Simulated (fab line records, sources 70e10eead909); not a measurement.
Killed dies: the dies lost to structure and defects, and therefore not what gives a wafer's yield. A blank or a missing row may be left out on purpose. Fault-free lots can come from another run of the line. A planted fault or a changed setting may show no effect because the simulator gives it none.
Struck lot and sound lot, side by side -- flow nand-harc -- 15 out of 1302 route steps
Sound: wafers L406.1, L406.3, L406.4. Struck: wafers L414.1, L414.4, L414.6. The cause is given at the end.
Order at every step that has rows: each side's tool, ch and its chambers, its first start. Under that, the readings that differ: sound wafers -- struck wafers -- difference of the means -- sigmas: that difference in standard deviations of wafers without a fault.
alike: readings whose means differ by less than 2 such deviations, and words and numbers that are the same on both sides. not compared: withheld readings, readings that some wafer has no value for, bounds like >300 that may hide the same value, and numbers for which the record gives no deviation and whose values overlap.
A row with sigmas, a row that says differs or no value, or rows on one side alone: a step with any of these is where the two part. When numbers do not overlap yet have no deviation, they are printed without sigmas and do not part them. A reading missing from all wafers of one side parts the sides only when that side holds two or more wafers.

first, 5 steps without rows for these wafers: NHARC_A_SGD_CUT_SOFTBAKE_04 (time 55 s); NHARC_A_SGD_CUT_EBR_05; NHARC_A_SGD_CUT_EXPOSE_06 (exposes mask SGD); NHARC_A_SGD_CUT_PEB_07 (peb time 65 s); NHARC_A_SGD_CUT_DEVELOP_08 (develop time 35 s).
NHARC_A_SGD_CUT_CD_MEAS_09 targets a cd of 100 nm.
  sound on cd-sem-01 ch 0, day 18 08:31; struck on cd-sem-01 ch 0, day 22 01:40
  alike: cd-nm
NHARC_A_SGD_CUT_OVL_MEAS_10:
  sound on overlay-02 at day 18 08:37; struck on overlay-02 at day 22 01:46
  alike: overlay-x-nm, overlay-y-nm
NHARC_A_SGD_CUT_INSPECT_11:
  sound on defect-inspect-01 at day 18 08:39; struck on defect-inspect-02 at day 22 01:47
  alike: raw-defect-count
NHARC_A_SGD_CUT_DESCUM_14: chemistry O2, time 3 s.
  sound on rie-diel-11 ch 0,2,3, day 18 08:43; struck on rie-diel-11 ch 0,2, day 22 01:51
  alike: drypump-motor-current-A, oes-product-au, rf-vpp-V, showerhead-plenum-p-Torr, throttle-valve-pct
  not compared: rf-hours-counter-h
NHARC_A_SGD_CUT_ETCH_58: etches the open film in CF4, target depth 39 nm, time 65 s.
  sound on rie-diel-11 ch 0,2,3, day 18 08:47; struck on rie-diel-11 ch 2,3, day 22 01:56
  alike: bias-w, cf4-flow-sccm, drypump-motor-current-A, oes-product-au, rf-vpp-V, showerhead-plenum-p-Torr, throttle-valve-pct
  not compared: rf-hours-counter-h
NHARC_A_SGD_CUT_ETCH_59: etches the open film in N2/H2, target depth 260 nm, time 406.25 s.
  sound on rie-diel-11 ch 0,1,3; struck on rie-diel-11 ch 0,3
  alike: bias-w, chamber-pressure-mTorr, drypump-motor-current-A, oes-product-au, rf-vpp-V, showerhead-plenum-p-Torr, throttle-valve-pct
  not compared: rf-hours-counter-h
NHARC_A_SGD_CUT_ETCH_15: etches the open film in CH3F/O2, target depth 75 nm, time 64.3 s.
  sound on rie-diel-11 ch 0,1,3; struck on rie-diel-11 ch 0,3
  alike: bias-w, ch3f-flow-sccm, drypump-motor-current-A, oes-product-au, rf-vpp-V, showerhead-plenum-p-Torr, throttle-valve-pct
  not compared: rf-hours-counter-h
NHARC_A_SGD_CUT_ETCH_16: etches the open film in C4F8/O2/Ar, target depth 310.5 nm, time 155.2 s.
  sound on rie-diel-11 ch 0,1,3, day 18 09:17; struck on rie-diel-11 ch 1,2,3, day 22 02:27
  no value came back on the struck wafers for any of 5 readings (bias-w (W), chamber-pressure-mTorr (mTorr) and others); on the sound wafers bias-w (W) reads 801.3 802.3 795.7
then, 1 step without rows for these wafers: NHARC_A_SGD_CUT_STRIP_60 (strips in C4F8/O2/Ar).
-- record jumps: 5 days between struck wafers' starts before vs after; left off in module A_SGD_CUT, resumes in module END, first step shown is number 1302 of the route --
NHARC_END_SORT_01:
  sound on prober-02 ch 0, day 23 14:49; struck on prober-02 ch 0, day 27 12:22
reading,sound,struck,difference,sigmas
hold,- - -,await-dispo/2.0h/scrap await-dispo/2.0h/scrap await-dispo/2.0h/scrap,no value on the sound wafers,
killed-at-array,59 55 60,668 670 664,+609,+32
killed-at-other,0 0 0,4 3 3,+3,+3
killed-dies,67 57 61,677 677 677,+615,+34
  alike: killed-at-periphery, killed-open, killed-short

== WHERE THEY PART ==
First at NHARC_A_SGD_CUT_ETCH_16; last, within this record, at NHARC_END_SORT_01.

WHY: what the simulator had put in
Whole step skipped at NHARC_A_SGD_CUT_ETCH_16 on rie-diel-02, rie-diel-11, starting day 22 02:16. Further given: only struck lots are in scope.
